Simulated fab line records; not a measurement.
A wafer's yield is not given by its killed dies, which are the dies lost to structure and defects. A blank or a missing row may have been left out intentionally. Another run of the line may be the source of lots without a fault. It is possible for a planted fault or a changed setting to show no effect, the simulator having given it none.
The tool behind it: which one? / flow nand harc / Sampling: 24 lots, 72 wafers, 3 of 1302 route steps

WHAT THE GAUGES SHOWED, per wafer
NHARC_P_STI_CD_MEAS_09 targets a cd of 200 nm. Usual: cd nm reads 203 nm (standard deviation 3.9).
lot=L074; measured=day 2 20:39; on=cd sem-03; cd nm (nm)=207 209 209; flag=
lot=L075; measured=day 3 05:42; on=cd sem-03; cd nm (nm)=201 197 200; flag=
lot=L076; measured=day 3 14:22; on=cd sem-02; cd nm (nm)=207 208 204; flag=
lot=L077; measured=day 4 02:44; on=cd sem-03; cd nm (nm)=206 208 204; flag=
lot=L078; measured=day 4 14:00; on=cd sem-01; cd nm (nm)=203 207 208; flag=
lot=L079; measured=day 5 00:12; on=cd sem-03; cd nm (nm)=204 201 208; flag=
lot=L080; measured=day 5 05:46; on=cd sem-01; cd nm (nm)=206 204 206; flag=
lot=L081; measured=day 5 21:58; on=cd sem-02; cd nm (nm)=202 201 201; flag=
lot=L082; measured=day 6 03:34; on=cd sem-01; cd nm (nm)=202 204 199; flag=
lot=L083; measured=day 6 14:32; on=cd sem-02; cd nm (nm)=206 206 198; flag=
lot=L084; measured=day 6 22:33; on=cd sem-02; cd nm (nm)=201 209 204; flag=
lot=L085; measured=day 7 10:07; on=cd sem-01; cd nm (nm)=202 206 206; flag=
lot=L086; measured=day 7 18:22; on=cd sem-01; cd nm (nm)=200 199 198; flag=
lot=L087; measured=day 8 05:58; on=cd sem-01; cd nm (nm)=209 203 205; flag=
lot=L088; measured=day 8 16:31; on=cd sem-03; cd nm (nm)=204 197 202; flag=
lot=L089; measured=day 9 01:22; on=cd sem-02; cd nm (nm)=201 196 202; flag=
lot=L090; measured=day 9 11:19; on=cd sem-03; cd nm (nm)=196 197 208; flag=
lot=L091; measured=day 9 20:51; on=cd sem-03; cd nm (nm)=209 200 195; flag=
lot=L092; measured=day 10 08:55; on=cd sem-03; cd nm (nm)=202 209 203; flag=
lot=L093; measured=day 10 20:04; on=cd sem-02; cd nm (nm)=197 201 200; flag=
lot=L094; measured=day 11 04:08; on=cd sem-03; cd nm (nm)=205 203 210; flag=
lot=L095; measured=day 11 15:11; on=cd sem-02; cd nm (nm)=198 195 197; flag=
lot=L096; measured=day 11 22:11; on=cd sem-03; cd nm (nm)=206 198 203; flag=
lot=L097; measured=day 12 13:31; on=cd sem-03; cd nm (nm)=202 205 206; flag=

NHARC_P_STI_OCD_MEAS_43. Usual: trench depth nm 298 nm, standard deviation 5.8; trench foot cd nm 162 nm, standard deviation 4.
lot=L074; measured=day 2 22:00; on=ocd-02; trench depth nm (nm)=297 288 304; trench foot cd nm (nm)=166 168 167; flag=
lot=L075; measured=day 3 07:00; on=ocd-02; trench depth nm (nm)=296 289 301; trench foot cd nm (nm)=160 156 157; flag=
lot=L076; measured=day 3 15:39; on=ocd-01; trench depth nm (nm)=289 313 302; trench foot cd nm (nm)=167 164 162; flag=
lot=L077; measured=day 4 04:01; on=ocd-02; trench depth nm (nm)=283 291 301; trench foot cd nm (nm)=166 167 162; flag=
lot=L078; measured=day 4 15:17; on=ocd-02; trench depth nm (nm)=299 304 302; trench foot cd nm (nm)=161 165 166; flag=
lot=L079; measured=day 5 01:29; on=ocd-02; trench depth nm (nm)=288 298 294; trench foot cd nm (nm)=164 159 167; flag=
lot=L080; measured=day 5 07:10; on=ocd-01; trench depth nm (nm)=298 302 296; trench foot cd nm (nm)=165 162 164; flag=
lot=L081; measured=day 5 23:16; on=ocd-02; trench depth nm (nm)=304 297 303; trench foot cd nm (nm)=160 159 159; flag=
lot=L082; measured=day 6 04:51; on=ocd-02; trench depth nm (nm)=301 299 297; trench foot cd nm (nm)=160 162 158; flag=
lot=L083; measured=day 6 15:50; on=ocd-02; trench depth nm (nm)=302 296 285; trench foot cd nm (nm)=164 164 158; flag=
lot=L084; measured=day 6 23:50; on=ocd-02; trench depth nm (nm)=302 303 303; trench foot cd nm (nm)=160 167 161; flag=
lot=L085; measured=day 7 11:25; on=ocd-01; trench depth nm (nm)=296 307 299; trench foot cd nm (nm)=160 163 164; flag=
lot=L086; measured=day 7 19:46; on=ocd-02; trench depth nm (nm)=304 295 292; trench foot cd nm (nm)=157 157 157; flag=
lot=L087; measured=day 8 07:17; on=ocd-01; trench depth nm (nm)=299 294 303; trench foot cd nm (nm)=167 162 163; flag=
lot=L088; measured=day 8 17:48; on=ocd-02; trench depth nm (nm)=290 299 294; trench foot cd nm (nm)=164 156 161; flag=
lot=L089; measured=day 9 02:40; on=ocd-01; trench depth nm (nm)=294 292 293; trench foot cd nm (nm)=160 155 161; flag=
lot=L090; measured=day 9 12:36; on=ocd-02; trench depth nm (nm)=296 292 293; trench foot cd nm (nm)=154 156 166; flag=
lot=L091; measured=day 9 22:10; on=ocd-02; trench depth nm (nm)=296 307 296; trench foot cd nm (nm)=168 158 154; flag=
lot=L092; measured=day 10 10:13; on=ocd-02; trench depth nm (nm)=302 304 294; trench foot cd nm (nm)=160 167 163; flag=
lot=L093; measured=day 10 21:22; on=ocd-01; trench depth nm (nm)=302 304 300; trench foot cd nm (nm)=155 158 158; flag=
lot=L094; measured=day 11 05:26; on=ocd-02; trench depth nm (nm)=292 302 299; trench foot cd nm (nm)=165 160 167; flag=
lot=L095; measured=day 11 16:29; on=ocd-02; trench depth nm (nm)=301 306 300; trench foot cd nm (nm)=156 152 155; flag=
lot=L096; measured=day 11 23:31; on=ocd-02; trench depth nm (nm)=301 298 296; trench foot cd nm (nm)=164 157 161; flag=
lot=L097; measured=day 12 14:50; on=ocd-02; trench depth nm (nm)=301 301 298; trench foot cd nm (nm)=160 163 164; flag=

NHARC_P_GATE_CD_MEAS_11 targets a cd of 1640 nm. Usual: cd nm reads 1641.1 nm (standard deviation 2.3).
lot=L074; measured=day 4 06:30; on=cd sem-03; cd nm (nm)=1641.3 1639.5 1644.5; flag=
lot=L075; measured=day 4 18:59; on=cd sem-03; cd nm (nm)=1636.0 1639.7 1640.6; flag=
lot=L076; measured=day 5 02:32; on=cd sem-03; cd nm (nm)=1639.6 1639.3 1642.0; flag=
lot=L077; measured=day 5 15:35; on=cd sem-03; cd nm (nm)=1645.0 1641.6 1640.1; flag=
lot=L078; measured=day 6 02:05; on=cd sem-01; cd nm (nm)=1641.0 1639.2 1643.3; flag=
lot=L079; measured=day 6 17:02; on=cd sem-02; cd nm (nm)=1644.1 1642.3 1644.8; flag=
lot=L080; measured=day 6 17:04; on=cd sem-03; cd nm (nm)=1642.4 1643.3 1641.8; flag=
lot=L081; measured=day 7 16:17; on=cd sem-01; cd nm (nm)=1645.2 1640.4 1639.4; flag=
lot=L082; measured=day 7 16:08; on=cd sem-02; cd nm (nm)=1640.2 1640.2 1641.0; flag=
lot=L083; measured=day 8 03:55; on=cd sem-01; cd nm (nm)=1639.2 1641.3 1644.1; flag=
lot=L084; measured=day 8 09:44; on=cd sem-03; cd nm (nm)=1638.1 1641.0 1643.2; flag=
lot=L085; measured=day 8 21:05; on=cd sem-02; cd nm (nm)=1643.1 1641.0 1639.6; flag=
lot=L086; measured=day 9 06:39; on=cd sem-02; cd nm (nm)=1644.8 1641.1 1640.4; flag=
lot=L087; measured=day 10 08:31; on=cd sem-03; cd nm (nm)=1640.2 1642.0 1637.3; flag=
lot=L088; measured=day 10 08:40; on=cd sem-02; cd nm (nm)=1642.0 1644.9 1643.0; flag=
lot=L089; measured=day 10 13:07; on=cd sem-03; cd nm (nm)=1641.2 1643.4 1641.7; flag=
lot=L090; measured=day 10 23:23; on=cd sem-02; cd nm (nm)=1641.0 1642.7 1643.9; flag=
lot=L091; measured=day 11 10:34; on=cd sem-03; cd nm (nm)=1640.6 1637.1 1642.6; flag=
lot=L092; measured=day 11 23:10; on=cd sem-03; cd nm (nm)=1640.5 1637.8 1641.4; flag=
lot=L093; measured=day 12 12:59; on=cd sem-01; cd nm (nm)=1640.8 1640.4 1639.9; flag=
lot=L094; measured=day 12 18:33; on=cd sem-03; cd nm (nm)=1642.8 1636.4 1639.1; flag=
lot=L095; measured=day 13 05:02; on=cd sem-03; cd nm (nm)=1637.0 1640.8 1642.5; flag=
lot=L096; measured=day 13 12:28; on=cd sem-02; cd nm (nm)=1641.0 1638.3 1640.1; flag=
lot=L097; measured=day 14 01:18; on=cd sem-03; cd nm (nm)=1635.7 1640.5 1641.8; flag=

WHAT TOOL EACH LOT RAN ON (gives the tool, then ch and the chambers of the sampled wafers, and finally the start)
There is no process step in the record ahead of these readings.

WHAT THE TOOLS THEMSELVES READ (means of the sampled wafers that have a number; where no wafer has one, the mark that the record gives instead)
The record holds no such reading with a usual standard deviation.

THE ANSWER, worked out from the rows above alone
Rule: a lot counts as off when the mean over its wafers that have a number is more than 3 standard deviations away from the usual mean. Also off: a lot with no number at a reading for which 4 or more lots have one. Where the step has rows for the other lots, those lots are counted as sound. First the gauges in route order, then the tools' own readings, where a lot's mean is used as printed above. At the first step where some lot is off, the reading lying furthest off is the one used; lots without a number count as furthest.
No lot is off at any reading shown: from this, nothing can be told.

WHAT THE SIMULATOR HAD INSERTED
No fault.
